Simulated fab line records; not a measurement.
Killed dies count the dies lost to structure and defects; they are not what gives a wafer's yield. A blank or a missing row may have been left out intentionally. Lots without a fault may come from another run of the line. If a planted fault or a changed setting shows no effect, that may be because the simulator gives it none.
fab line records | flow n5Finfet | part 1 of 2: steps 1 to 4 of 6
[record] lots = 24 | wafers = 72 | lastDay = 18
route steps=1938 shown MOL_CONTACT_COAG@540
lots untouched by any fault: they come from a run of this same line in which no faults occurred
startH: start of the lot's first displayed wafer, in hours after the record's first day | waitH: hours since the lot's step before | " repeats the value in the row above | L1.1+2: several wafers, shown together as one row | - either no value or no given start | * or withheld: withheld | < > ~ a bound
route shown NAME@n: names a module that has steps shown in the file, with the first one's number in the route | usual: mean/standard deviation of fault-free wafers | same: alike in all rows | chamber/n: place in a boat | sites: each site's reading | _std_site: the standard deviation of these | _edge_site: the outer-site mean with the inner-site mean subtracted | radiusMm: how far each site lies from the wafer's centre | mask NAME#n: copy n | behind: tool/chamber where the wafer was last shaped | hold: why the lot went on hold/how many hours it stayed there/how the hold came to an end | device: names the non-switching transistor (n, p or np) | end of line: the same wafers' tests at the end of the route | for a step that has no rows: nothing shown but its recipe | killed: dies that structure and defects cost at the first sort, which is not the same as the wafer's yield | map: shows each die of a wafer: x if killed, . if not, _ if none is there
set.NAME: setting as actually run; set.NAME@STEP: the setting as run at that earlier step | model.NAME: the simulator's own value behind a step, which no gauge read
one table for each step of the route and one row for each wafer, over a sample of lots
services: the hour from which a tool's chamber was out of use, counted from the record's first day as startH (under 0 if before that day), plus the number of hours and why
[[steps]]
[step N5_MOL_CONTACT_COAG_CD_MEAS_99]
[recipe] targetCdNm = 17.2 | polarity = opening
[usual] cdNm = 17.3/0.39
lot.wafer | tool     | chamber | startH | waitH | cdNm
L074.3    | cdSem-03 | -       | 88.98  | -     | 17.6
L074.4    | "        | -       | "      | "     | 17.4
L074.6    | "        | -       | "      | "     | 16.4
L075.1    | cdSem-01 | -       | 94.51  | -     | 17.8
L075.3    | "        | -       | "      | "     | 17.4
L075.5    | "        | -       | "      | "     | 17.5
L076.3    | cdSem-01 | -       | 100.71 | -     | 17.6
L076.5    | "        | -       | "      | "     | 17.5
L076.6    | "        | -       | "      | "     | 17.3
L077.1    | cdSem-03 | -       | 109.59 | -     | 17.1
L077.2    | "        | -       | "      | "     | 16.7
L077.6    | "        | -       | "      | "     | 17.4
L078.3    | cdSem-02 | -       | 112.43 | -     | 16.8
L078.5    | "        | -       | "      | "     | 17.0
L078.6    | "        | -       | "      | "     | 17.8
L079.2    | cdSem-03 | -       | 126.21 | -     | 17.1
L079.3    | "        | -       | "      | "     | 18.1
L079.6    | "        | -       | "      | "     | 17.7
L080.1    | cdSem-02 | -       | 128.98 | -     | 17.6
L080.2    | "        | -       | "      | "     | 17.4
L080.3    | "        | -       | "      | "     | 17.1
L081.1    | cdSem-03 | -       | 132.94 | -     | 17.4
L081.3    | "        | -       | "      | "     | 17.8
L081.6    | "        | -       | "      | "     | 17.1
L082.4    | cdSem-01 | -       | 138.12 | -     | 16.8
L082.5    | "        | -       | "      | "     | 17.1
L082.6    | "        | -       | "      | "     | 17.8
L083.3    | cdSem-03 | -       | 144.73 | -     | 17.3
L083.4    | "        | -       | "      | "     | 16.9
L083.6    | "        | -       | "      | "     | 16.9
L084.1    | cdSem-03 | -       | 154.01 | -     | 17.9
L084.4    | "        | -       | "      | "     | 17.9
L084.6    | "        | -       | "      | "     | 17.0
L085.2    | cdSem-02 | -       | 154.84 | -     | 17.0
L085.3    | "        | -       | "      | "     | 17.2
L085.4    | "        | -       | "      | "     | 17.3
L086.1    | cdSem-01 | -       | 161.35 | -     | 17.5
L086.2    | "        | -       | "      | "     | 17.5
L086.3    | "        | -       | "      | "     | 17.0
L087.1    | cdSem-01 | -       | 166.48 | -     | 17.3
L087.4    | "        | -       | "      | "     | 16.7
L087.5    | "        | -       | "      | "     | 16.9
L088.1    | cdSem-03 | -       | 174.27 | -     | 17.5
L088.3    | "        | -       | "      | "     | 17.2
L088.6    | "        | -       | "      | "     | 17.3
L089.3    | cdSem-02 | -       | 181.42 | -     | 17.8
L089.4    | "        | -       | "      | "     | 17.7
L089.6    | "        | -       | "      | "     | 17.8
L090.2    | cdSem-03 | -       | 184.03 | -     | 17.2
L090.4    | "        | -       | "      | "     | 17.7
L090.6    | "        | -       | "      | "     | 17.2
L091.2    | cdSem-03 | -       | 193.79 | -     | 17.6
L091.4    | "        | -       | "      | "     | 17.8
L091.5    | "        | -       | "      | "     | 17.6
L093.2    | cdSem-01 | -       | 202.31 | -     | 17.6
L093.4    | "        | -       | "      | "     | 17.9
L093.5    | "        | -       | "      | "     | 18.3
L092.1    | cdSem-01 | -       | 207.75 | -     | 17.5
L092.2    | "        | -       | "      | "     | 17.0
L092.5    | "        | -       | "      | "     | 17.1
L094.3    | cdSem-01 | -       | 208.80 | -     | 17.4
L094.4    | "        | -       | "      | "     | 17.4
L094.5    | "        | -       | "      | "     | 16.4
L095.2    | cdSem-02 | -       | 216.52 | -     | 17.4
L095.3    | "        | -       | "      | "     | 17.0
L095.5    | "        | -       | "      | "     | 17.8
L096.2    | cdSem-01 | -       | 222.65 | -     | 16.9
L096.4    | "        | -       | "      | "     | 17.6
L096.6    | "        | -       | "      | "     | 17.7
L097.2    | cdSem-02 | -       | 226.76 | -     | 17.4
L097.3    | "        | -       | "      | "     | 17.1
L097.5    | "        | -       | "      | "     | 17.2
[step N5_MOL_CONTACT_COAG_CMP_23]
[recipe] stopOn = SiO2 | tOverpolishS = 1.5 | postCmpClean = cuAlkaline | downForcePsi = 2 | platenRpm = 50.289 | padVelocityMS = 1.0006 | targetThkNm = 0
[usual] motorCurrentA = 8.3/0.77 | overpolishRunS = 1.501/0.0087 | slurryFlowMlMin = 149.9/0.45 | timeToEndpointS = 9.1/2.3
lot.wafer | tool   | chamber | startH | waitH | motorCurrentA | overpolishRunS | slurryFlowMlMin | timeToEndpointS
L074.3    | cmp-01 | 3       | 93.91  | 0.1   | 8.3           | 1.508          | 149.8           | 10.8
L074.4    | "      | 0       | "      | "     | 7.9           | 1.508          | 149.6           | 6.5
L074.6    | "      | 3       | "      | "     | 8.2           | 1.491          | 150.2           | 8.4
L075.1    | cmp-02 | 2       | 100.42 | 0.1   | 8.8           | 1.492          | 150.2           | 7.5
L075.3    | "      | 3       | "      | "     | 8.3           | 1.492          | 150.0           | 10.8
L075.5    | "      | 2       | "      | "     | 8.3           | 1.505          | 149.9           | 8.0
L076.3    | cmp-03 | 0       | 108.87 | 0.1   | 7.6           | 1.516          | 149.8           | 10.1
L076.6    | "      | 3       | "      | "     | 8.0           | 1.497          | 151.1           | 7.3
L076.5    | "      | 0       | "      | "     | 7.6           | 1.509          | 149.6           | 11.6
L077.1    | cmp-03 | 2       | 115.62 | 0.1   | 7.1           | 1.503          | 150.5           | 11.5
L077.2    | "      | 0       | "      | "     | 7.8           | 1.495          | 149.5           | 10.5
L077.6    | "      | 2       | "      | "     | 6.9           | 1.529          | 149.7           | 12.8
L078.3    | cmp-01 | 0       | 117.40 | 0.1   | 8.5           | 1.506          | 149.7           | 9.7
L078.5    | "      | 1       | "      | "     | 9.2           | 1.503          | 149.4           | 11.3
L078.6    | "      | 2       | "      | "     | 7.1           | 1.506          | 150.0           | 11.5
L079.3    | cmp-01 | 1       | 131.40 | 0.1   | 9.5           | 1.504          | 149.8           | 6.8
L079.2    | "      | 3       | "      | "     | 8.1           | 1.498          | 150.3           | 7.4
L079.6    | "      | 1       | "      | "     | 8.8           | 1.492          | 150.7           | 7.1
L080.2    | cmp-01 | 0       | 135.92 | 0.0   | 8.2           | 1.493          | 149.5           | 7.6
L080.3    | "      | 1       | "      | "     | 9.5           | 1.500          | 150.0           | 8.6
L080.1    | "      | 2       | "      | "     | 7.4           | 1.500          | 149.3           | 11.0
L081.3    | cmp-03 | 3       | 139.88 | 0.0   | 8.4           | 1.490          | 149.4           | 10.0
L081.1    | "      | 0       | "      | "     | 8.2           | 1.503          | 149.7           | 11.5
L081.6    | "      | 0       | "      | "     | 7.8           | 1.499          | 149.5           | 13.9
L082.4    | cmp-01 | 2       | 143.86 | 0.2   | 7.0           | 1.509          | 149.9           | 12.4
L082.5    | "      | 3       | "      | "     | 8.8           | 1.493          | 149.3           | 8.9
L082.6    | "      | 0       | "      | "     | 8.4           | 1.506          | 151.0           | 5.3
L083.4    | cmp-03 | 1       | 149.13 | 0.1   | 9.9           | 1.500          | 150.5           | 12.9
L083.3    | "      | 2       | "      | "     | 6.6           | 1.523          | 149.9           | 11.1
L083.6    | "      | 3       | "      | "     | 8.3           | 1.502          | 150.0           | 9.7
L084.1    | cmp-01 | 3       | 159.44 | 0.0   | 8.0           | 1.502          | 149.3           | 6.0
L084.4    | "      | 1       | "      | "     | 9.2           | 1.498          | 149.6           | 8.0
L084.6    | "      | 3       | "      | "     | 8.6           | 1.501          | 150.8           | 5.5
L085.4    | cmp-02 | 1       | 161.47 | 0.0   | 8.2           | 1.503          | 150.5           | 10.3
L085.3    | "      | 3       | "      | "     | 8.1           | 1.509          | 149.7           | 11.3
L085.2    | "      | 0       | "      | "     | 9.3           | 1.492          | 150.9           | 11.1
L086.2    | cmp-03 | 3       | 169.18 | 0.0   | 8.4           | 1.512          | 150.1           | 9.3
L086.1    | "      | 0       | "      | "     | 7.3           | 1.495          | 151.1           | 13.6
L086.3    | "      | 1       | "      | "     | 10.0          | 1.517          | 150.6           | 11.4
L087.4    | cmp-01 | 0       | 174.67 | 0.1   | 8.2           | 1.502          | 149.1           | 5.7
L087.1    | "      | 2       | "      | "     | 7.3           | 1.504          | 150.7           | 9.0
L087.5    | "      | 0       | "      | "     | 8.4           | 1.496          | 149.9           | 5.8
L088.1    | cmp-02 | 1       | 179.24 | 0.1   | 7.8           | 1.503          | 150.6           | 8.7
L088.3    | "      | 2       | "      | "     | 8.8           | 1.492          | 149.9           | 10.8
L088.6    | "      | 0       | "      | "     | 9.0           | 1.501          | 150.6           | 7.3
L089.4    | cmp-01 | 0       | 185.46 | 0.0   | 8.0           | 1.504          | 149.7           | 4.9
L089.3    | "      | 2       | "      | "     | 7.5           | 1.493          | 149.2           | 10.9
L089.6    | "      | 0       | "      | "     | 8.1           | 1.502          | 149.6           | 6.5
L090.2    | cmp-03 | 3       | 189.08 | 0.1   | 8.1           | 1.495          | 149.9           | 10.3
L090.4    | "      | 0       | "      | "     | 7.7           | 1.511          | 150.4           | 12.6
L090.6    | "      | 2       | "      | "     | 7.1           | 1.482          | 150.0           | 12.2
L091.2    | cmp-01 | 3       | 198.23 | 0.0   | 8.0           | 1.510          | 149.9           | 6.8
L091.4    | "      | 0       | "      | "     | 8.0           | 1.503          | 150.0           | 5.6
L091.5    | "      | 3       | "      | "     | 8.2           | 1.492          | 149.6           | 6.2
L093.2    | cmp-03 | 0       | 209.44 | 0.1   | 7.6           | 1.501          | 149.9           | 7.7
L093.4    | "      | 1       | "      | "     | 9.7           | 1.496          | 149.6           | 7.0
L093.5    | "      | 3       | "      | "     | 8.3           | 1.496          | 149.5           | 7.6
L094.3    | cmp-03 | 3       | 217.29 | 0.1   | 8.2           | 1.494          | 150.0           | 6.2
L094.4    | "      | 0       | "      | "     | 7.9           | 1.525          | 149.9           | 8.5
L094.5    | "      | 2       | "      | "     | 7.0           | 1.496          | 149.9           | 9.8
L092.1    | cmp-02 | 2       | 217.41 | 0.2   | 9.2           | 1.494          | 149.8           | 5.8
L092.2    | "      | 3       | "      | "     | 8.3           | 1.501          | 149.4           | 7.1
L092.5    | "      | 2       | "      | "     | 9.0           | 1.500          | 150.5           | 5.4
L095.2    | cmp-02 | 0       | 221.37 | 0.0   | 9.7           | 1.508          | 149.6           | 8.7
L095.3    | "      | 3       | "      | "     | 8.1           | 1.497          | 149.0           | 9.5
L095.5    | "      | 1       | "      | "     | 8.5           | 1.496          | 150.2           | 8.7
L096.4    | cmp-01 | 2       | 228.09 | 0.0   | 7.8           | 1.487          | 150.0           | 14.0
L096.2    | "      | 0       | "      | "     | 8.0           | 1.490          | 150.0           | 6.9
L096.6    | "      | 3       | "      | "     | 8.1           | 1.511          | 150.4           | 9.2
L097.2    | cmp-02 | 3       | 233.99 | 0.1   | 8.0           | 1.510          | 149.7           | 13.4
L097.3    | "      | 1       | "      | "     | 7.6           | 1.496          | 149.3           | 7.1
L097.5    | "      | 2       | "      | "     | 8.7           | 1.501          | 149.4           | 6.6
[step N5_MOL_CONTACT_COAG_ALD_27]
[recipe] material = SiOC | targetThkA = 170 | tempC = 400 | aldPrecursorFamily = carbosiloxane | aldCoReactant = H2-plasma | pulseTimeS = 1.5 | timeS = 2720 | purgeTimeS = 2 | coReactantPurgeTimeS = 2 | aldCycles = 340 | pressureTorr = 2
[usual] heaterPowerW = 849/77 | precursorPulseHeightRel = 0.997/0.019 | susceptorTempC = 399.98/0.2
lot.wafer | tool      | chamber | startH | waitH | heaterPowerW | precursorPulseHeightRel | susceptorTempC
L074.3    | aldSin-03 | 3       | 94.69  | 0.0   | 979          | 0.966                   | 399.78
L074.4    | "         | 2       | "      | "     | 861          | 1.000                   | 399.87
L074.6    | "         | 1       | "      | "     | 875          | 1.005                   | 400.40
L075.1    | aldSin-03 | 2       | 101.20 | 0.0   | 850          | 0.976                   | 400.44
L075.3    | "         | 0       | "      | "     | 790          | 1.018                   | 399.98
L075.5    | "         | 1       | "      | "     | 908          | 1.000                   | 399.98
L076.3    | aldSin-02 | 2       | 109.65 | 0.0   | 714          | 1.007                   | 400.10
L076.5    | "         | 3       | "      | "     | 769          | 1.004                   | 400.00
L076.6    | "         | 0       | "      | "     | 828          | 0.992                   | 400.21
L077.1    | aldSin-03 | 3       | 116.41 | 0.0   | 971          | 1.021                   | 400.45
L077.2    | "         | 0       | "      | "     | 781          | 0.981                   | 399.95
L077.6    | "         | 3       | "      | "     | 979          | 0.980                   | 400.13
L078.3    | aldSin-03 | 1       | 118.56 | 0.5   | 893          | 0.965                   | 400.18
L078.5    | "         | 1       | "      | "     | 908          | 1.027                   | 399.89
L078.6    | "         | 0       | "      | "     | 802          | 1.000                   | 399.45
L079.2    | aldSin-04 | 1       | 132.18 | 0.0   | 767          | 0.995                   | 399.94
L079.3    | "         | 2       | "      | "     | 874          | 0.985                   | 400.01
L079.6    | "         | 3       | "      | "     | 926          | 1.020                   | 399.79
L080.1    | aldSin-04 | 3       | 136.74 | 0.0   | 931          | 1.032                   | 399.93
L080.2    | "         | 2       | "      | "     | 882          | 0.986                   | 399.85
L080.3    | "         | 1       | "      | "     | 772          | 0.986                   | 400.07
L081.1    | aldSin-02 | 2       | 140.70 | 0.0   | 708          | 1.012                   | 400.08
L081.3    | "         | 1       | "      | "     | 960          | 0.993                   | 400.12
L081.6    | "         | 3       | "      | "     | 802          | 1.000                   | 399.93
L082.4    | aldSin-03 | 1       | 144.57 | 0.0   | 904          | 1.010                   | 399.83
L082.5    | "         | 0       | "      | "     | 778          | 1.010                   | 399.84
L082.6    | "         | 3       | "      | "     | 964          | 0.965                   | 400.08
L083.3    | aldSin-03 | 2       | 149.89 | 0.0   | 849          | 0.989                   | 400.17
L083.4    | "         | 0       | "      | "     | 800          | 0.991                   | 399.98
L083.6    | "         | 1       | "      | "     | 897          | 1.030                   | 399.78
L084.1    | aldSin-04 | 1       | 160.26 | 0.0   | 761          | 0.987                   | 399.92
L084.4    | "         | 2       | "      | "     | 879          | 0.990                   | 400.02
L084.6    | "         | 3       | "      | "     | 933          | 0.997                   | 399.91
L085.2    | aldSin-02 | 2       | 162.29 | 0.0   | 713          | 0.981                   | 400.20
L085.3    | "         | 0       | "      | "     | 809          | 0.994                   | 399.95
L085.4    | "         | 1       | "      | "     | 946          | 0.969                   | 400.07
L086.1    | aldSin-04 | 2       | 170.00 | 0.0   | 884          | 1.015                   | 400.10
L086.2    | "         | 0       | "      | "     | 914          | 0.996                   | 400.34
L086.3    | "         | 1       | "      | "     | 787          | 1.000                   | 400.08
L087.1    | aldSin-03 | 3       | 175.50 | 0.0   | 948          | 1.050                   | 399.96
L087.4    | "         | 2       | "      | "     | 856          | 0.971                   | 399.90
L087.5    | "         | 0       | "      | "     | 789          | 0.987                   | 399.97
L088.1    | aldSin-02 | 1       | 180.42 | 0.0   | 949          | 1.003                   | 399.97
L088.3    | "         | 2       | "      | "     | 724          | 0.986                   | 399.96
L088.6    | "         | 3       | "      | "     | 767          | 0.995                   | 400.02
L089.3    | aldSin-02 | 1       | 186.83 | 0.6   | 954          | 0.996                   | 400.15
L089.4    | "         | 0       | "      | "     | 823          | 0.987                   | 399.96
L089.6    | "         | 0       | "      | "     | 811          | 1.000                   | 400.02
L090.2    | aldSin-02 | 1       | 190.00 | 0.2   | 925          | 0.996                   | 399.60
L090.4    | "         | 2       | "      | "     | 701          | 1.022                   | 400.00
L090.6    | "         | 0       | "      | "     | 817          | 0.986                   | 399.94
L091.2    | aldSin-03 | 2       | 199.05 | 0.0   | 861          | 0.988                   | 400.10
L091.4    | "         | 0       | "      | "     | 795          | 0.988                   | 399.80
L091.5    | "         | 3       | "      | "     | 980          | 0.987                   | 399.87
L093.2    | aldSin-02 | 2       | 210.24 | 0.0   | 739          | 0.988                   | 399.99
L093.4    | "         | 0       | "      | "     | 830          | 1.020                   | 399.89
L093.5    | "         | 0       | "      | "     | 842          | 1.023                   | 400.05
L094.3    | aldSin-02 | 1       | 218.03 | 0.0   | 985          | 1.029                   | 399.95
L094.4    | "         | 0       | "      | "     | 809          | 0.945                   | 400.18
L094.5    | "         | 2       | "      | "     | 720          | 0.977                   | 400.30
L092.1    | aldSin-04 | 3       | 218.19 | 0.0   | 892          | 0.994                   | 400.11
L092.2    | "         | 0       | "      | "     | 826          | 1.008                   | 399.94
L092.5    | "         | 0       | "      | "     | 842          | 0.966                   | 399.99
L095.2    | aldSin-02 | 0       | 222.19 | 0.0   | 806          | 1.030                   | 399.83
L095.3    | "         | 1       | "      | "     | 969          | 1.013                   | 399.99
L095.5    | "         | 0       | "      | "     | 834          | 0.991                   | 400.00
L096.2    | aldSin-03 | 3       | 228.91 | 0.0   | 971          | 1.029                   | 399.76
L096.4    | "         | 0       | "      | "     | 796          | 0.987                   | 399.91
L096.6    | "         | 2       | "      | "     | 874          | 0.990                   | 400.28
L097.2    | aldSin-02 | 0       | 234.77 | 0.0   | 821          | 0.973                   | 399.97
L097.3    | "         | 3       | "      | "     | 789          | 1.020                   | 399.92
L097.5    | "         | 0       | "      | "     | 818          | 0.960                   | 399.85
[step N5_MOL_CONTACT_COAG_ETCH_89]
[recipe] chemistry = N2/H2 | target = underlayer | targetDepthA = 130 | maskMaterial = CAR-EUV | timeS = 10.4 | ionEnergyEv = 200 | pressureMtorr = 30 | sourceW = 840 | biasW = 150 | n2FlowSccm = 200 | h2FlowSccm = 200 | ends = cleared
[usual] drypumpMotorCurrentA = 5.7/0.47 | etchRfOnTimeS = 10.44/0.16 | oesProductAu = 0.69/0.06 | rfVppV = 523.3/2.3 | showerheadPlenumPTorr = 2.52/0.078 | throttleValvePct = 17.79/0.22
lot.wafer | tool       | chamber | startH | waitH | drypumpMotorCurrentA | etchRfOnTimeS | oesProductAu | rfHoursCounterH | rfVppV | showerheadPlenumPTorr | throttleValvePct
L074.3    | rieDiel-02 | 2       | 99.05  | 0.0   | 5.7                  | 10.21         | 0.81         | 14              | 521.6  | 2.51                  | 18.17
L074.4    | "          | 3       | "      | "     | 5.9                  | 10.23         | 0.68         | 103             | 527.2  | 2.68                  | 17.49
L074.6    | "          | 0       | "      | "     | 5.2                  | 10.71         | 0.62         | -               | 522.8  | 2.54                  | 17.96
L075.1    | rieDiel-01 | 3       | 105.23 | 0.0   | 6.1                  | 10.59         | 0.69         | 83              | 522.5  | 2.47                  | 17.67
L075.3    | "          | 2       | "      | "     | 5.7                  | 10.40         | 0.67         | 92              | 526.3  | 2.58                  | 17.92
L075.5    | "          | 0       | "      | "     | 6.3                  | 10.22         | 0.76         | -               | 521.2  | 2.47                  | 17.63
L076.3    | rieDiel-02 | 3       | 113.02 | 0.0   | 5.9                  | 10.27         | 0.66         | 110             | 528.3  | 2.67                  | 17.51
L076.5    | "          | 2       | "      | "     | 5.7                  | 10.16         | 0.79         | -               | 523.9  | 2.51                  | 18.16
L076.6    | "          | 1       | "      | "     | 6.2                  | 10.43         | 0.67         | -               | 521.5  | 2.44                  | 17.74
L077.1    | rieDiel-01 | 0       | 121.25 | 0.0   | 6.2                  | 10.37         | 0.73         | 41              | 523.0  | 2.47                  | 17.66
L077.2    | "          | 3       | "      | "     | 6.2                  | 10.70         | 0.67         | 94              | 522.8  | 2.46                  | 17.73
L077.6    | "          | 0       | "      | "     | 6.2                  | 10.35         | 0.74         | -               | 521.5  | 2.47                  | 17.65
L078.3    | rieDiel-02 | 3       | 122.54 | 0.0   | 5.9                  | 10.38         | 0.67         | 114             | 525.5  | 2.67                  | 17.52
L078.5    | "          | 2       | "      | "     | 5.7                  | 10.22         | 0.77         | -               | 523.8  | 2.50                  | 18.17
L078.6    | "          | 1       | "      | "     | 6.1                  | 10.47         | 0.66         | -               | 520.0  | 2.43                  | 17.75
L079.2    | rieDiel-04 | 1       | 135.42 | 0.0   | 5.4                  | 10.36         | 0.67         | 122             | 521.6  | 2.47                  | 18.10
L079.3    | "          | 2       | "      | "     | 4.7                  | 10.54         | 0.77         | 26              | 524.9  | 2.59                  | 17.54
L079.6    | "          | 2       | "      | "     | 4.8                  | 10.51         | 0.78         | -               | 526.0  | 2.59                  | 17.51
L080.1    | rieDiel-04 | 1       | 139.64 | 0.0   | 5.4                  | 10.50         | 0.66         | 124             | 521.0  | 2.47                  | 18.10
L080.2    | "          | 2       | "      | "     | 4.7                  | 10.45         | 0.78         | 28              | 525.4  | 2.59                  | 17.53
L080.3    | "          | 0       | "      | "     | 6.1                  | 10.29         | 0.77         | 22              | 521.0  | 2.48                  | 17.62
L081.1    | rieDiel-01 | 0       | 143.88 | 0.0   | 6.2                  | 10.08         | 0.73         | 52              | 520.7  | 2.47                  | 17.69
L081.3    | "          | 2       | "      | "     | 5.6                  | 10.40         | 0.66         | 113             | 523.7  | 2.57                  | 17.95
L081.6    | "          | 1       | "      | "     | 5.1                  | 10.33         | 0.59         | -               | 519.4  | 2.39                  | 18.05
L082.4    | rieDiel-04 | 1       | 147.60 | 0.0   | 5.4                  | 10.45         | 0.66         | 128             | 521.1  | 2.47                  | 18.10
L082.5    | "          | 1       | "      | "     | 5.4                  | 10.58         | 0.65         | -               | 521.0  | 2.47                  | 18.12
L082.6    | "          | 0       | "      | "     | 6.1                  | 10.31         | 0.77         | -               | 520.8  | 2.48                  | 17.64
L083.3    | rieDiel-04 | 3       | 152.91 | 0.0   | 5.5                  | 10.45         | 0.73         | 43              | 526.3  | 2.57                  | 17.60
L083.4    | "          | 0       | "      | "     | 6.2                  | 10.31         | 0.76         | 26              | 521.9  | 2.48                  | 17.65
L083.6    | "          | 0       | "      | "     | 6.1                  | 10.29         | 0.77         | -               | 522.7  | 2.48                  | 17.64
L084.1    | rieDiel-04 | 1       | 163.22 | 0.0   | 5.3                  | 10.52         | 0.65         | 134             | 521.3  | 2.46                  | 18.12
L084.4    | "          | 0       | "      | "     | 6.1                  | 10.23         | 0.76         | 31              | 520.5  | 2.48                  | 17.66
L084.6    | "          | 3       | "      | "     | 5.5                  | 10.42         | 0.73         | -               | 524.4  | 2.57                  | 17.62
L085.2    | rieDiel-04 | 1       | 165.35 | 0.0   | 5.4                  | 10.56         | 0.65         | 134             | 520.6  | 2.46                  | 18.12
L085.3    | "          | 0       | "      | "     | 6.2                  | 10.30         | 0.76         | 31              | 520.7  | 2.48                  | 17.67
L085.4    | "          | 2       | "      | "     | 4.7                  | 10.53         | 0.76         | 37              | 525.6  | 2.59                  | 17.53
L086.1    | rieDiel-02 | 0       | 173.03 | 0.0   | 5.2                  | 10.78         | 0.60         | 192             | 523.6  | 2.53                  | 18.01
L086.2    | "          | 3       | "      | "     | 5.9                  | 10.37         | 0.65         | 133             | 525.9  | 2.66                  | 17.54
L086.3    | "          | 1       | "      | "     | 6.1                  | 10.37         | 0.65         | 139             | 520.1  | 2.43                  | 17.78
L087.1    | rieDiel-02 | 0       | 180.42 | 0.0   | 5.2                  | 10.65         | 0.61         | 195             | 524.4  | 2.53                  | 18.02
L087.4    | "          | 2       | "      | "     | 5.7                  | 10.25         | 0.75         | 49              | 521.3  | 2.50                  | 18.20
L087.5    | "          | 1       | "      | "     | 6.2                  | 10.47         | 0.64         | -               | 521.4  | 2.42                  | 17.80
L088.1    | rieDiel-04 | 1       | 184.20 | 0.0   | 5.4                  | 10.49         | 0.65         | 141             | 520.8  | 2.46                  | 18.12
L088.3    | "          | 2       | "      | "     | 4.7                  | 10.46         | 0.76         | 43              | 526.7  | 2.59                  | 17.56
L088.6    | "          | 2       | "      | "     | 4.7                  | 10.59         | 0.75         | -               | 526.0  | 2.59                  | 17.56
L089.3    | rieDiel-01 | 1       | 189.75 | 0.0   | 5.0                  | 10.19         | 0.82         | 2               | 527.8  | 2.70                  | 17.63
L089.4    | "          | 2       | "      | "     | 5.6                  | 10.44         | 0.64         | 131             | 522.4  | 2.56                  | 18.00
L089.6    | "          | 1       | "      | "     | 5.0                  | 10.17         | 0.81         | -               | 529.4  | 2.70                  | 17.64
L090.2    | rieDiel-04 | 3       | 193.81 | 0.0   | 5.5                  | 10.43         | 0.72         | 58              | 524.8  | 2.56                  | 17.62
L090.4    | "          | 0       | "      | "     | 6.1                  | 10.29         | 0.74         | 42              | 523.7  | 2.47                  | 17.67
L090.6    | "          | 1       | "      | "     | 5.4                  | 10.44         | 0.64         | -               | 522.3  | 2.46                  | 18.12
L091.2    | rieDiel-02 | 0       | 202.12 | 0.0   | 5.2                  | 10.67         | 0.59         | 203             | 524.1  | 2.52                  | 18.00
L091.4    | "          | 2       | "      | "     | 5.7                  | 10.26         | 0.73         | 56              | 521.0  | 2.49                  | 18.23
L091.5    | "          | 0       | "      | "     | 5.3                  | 10.76         | 0.59         | -               | 522.6  | 2.52                  | 18.03
L093.2    | rieDiel-04 | 0       | 213.23 | 0.0   | 6.2                  | 10.38         | 0.72         | 51              | 522.7  | 2.47                  | 17.68
L093.4    | "          | 2       | "      | "     | 4.8                  | 10.58         | 0.73         | -               | 524.7  | 2.58                  | 17.57
L093.5    | "          | 1       | "      | "     | 5.4                  | 10.58         | 0.64         | -               | 520.9  | 2.45                  | 18.15
L094.3    | rieDiel-02 | 0       | 221.34 | 0.0   | 5.2                  | 10.82         | 0.59         | 211             | 522.4  | 2.52                  | 18.03
L094.4    | "          | 1       | "      | "     | 6.1                  | 10.59         | 0.63         | -               | 522.1  | 2.42                  | 17.81
L094.5    | "          | 3       | "      | "     | 5.9                  | 10.39         | 0.64         | -               | 526.8  | 2.66                  | 17.55
L092.1    | rieDiel-02 | 3       | 221.45 | 0.0   | 5.9                  | 10.45         | 0.64         | 151             | 527.0  | 2.66                  | 17.57
L092.2    | "          | 0       | "      | "     | 5.2                  | 10.67         | 0.58         | 211             | 522.0  | 2.52                  | 18.04
L092.5    | "          | 3       | "      | "     | 5.9                  | 10.36         | 0.64         | -               | 527.3  | 2.66                  | 17.57
L095.2    | rieDiel-02 | 1       | 225.22 | 0.0   | 6.1                  | 10.59         | 0.62         | 160             | 521.0  | 2.42                  | 17.80
L095.3    | "          | 0       | "      | "     | 5.2                  | 10.76         | 0.58         | 213             | 522.7  | 2.52                  | 18.05
L095.5    | "          | 0       | "      | "     | 5.2                  | 10.76         | 0.58         | -               | 522.7  | 2.52                  | 18.04
L096.2    | rieDiel-01 | 3       | 231.93 | 0.0   | 6.2                  | 10.77         | 0.64         | 133             | 520.1  | 2.45                  | 17.76
L096.4    | "          | 0       | "      | "     | 6.2                  | 10.35         | 0.70         | -               | 522.4  | 2.45                  | 17.74
L096.6    | "          | 3       | "      | "     | 6.2                  | 10.66         | 0.64         | -               | 520.8  | 2.45                  | 17.77
L097.2    | rieDiel-04 | 1       | 237.96 | 0.0   | 5.4                  | 10.45         | 0.63         | 161             | 522.4  | 2.45                  | 18.16
L097.3    | "          | 0       | "      | "     | 6.1                  | 10.29         | 0.71         | 62              | 520.3  | 2.46                  | 17.71
L097.5    | "          | 2       | "      | "     | 4.7                  | 10.49         | 0.72         | -               | 524.9  | 2.58                  | 17.59
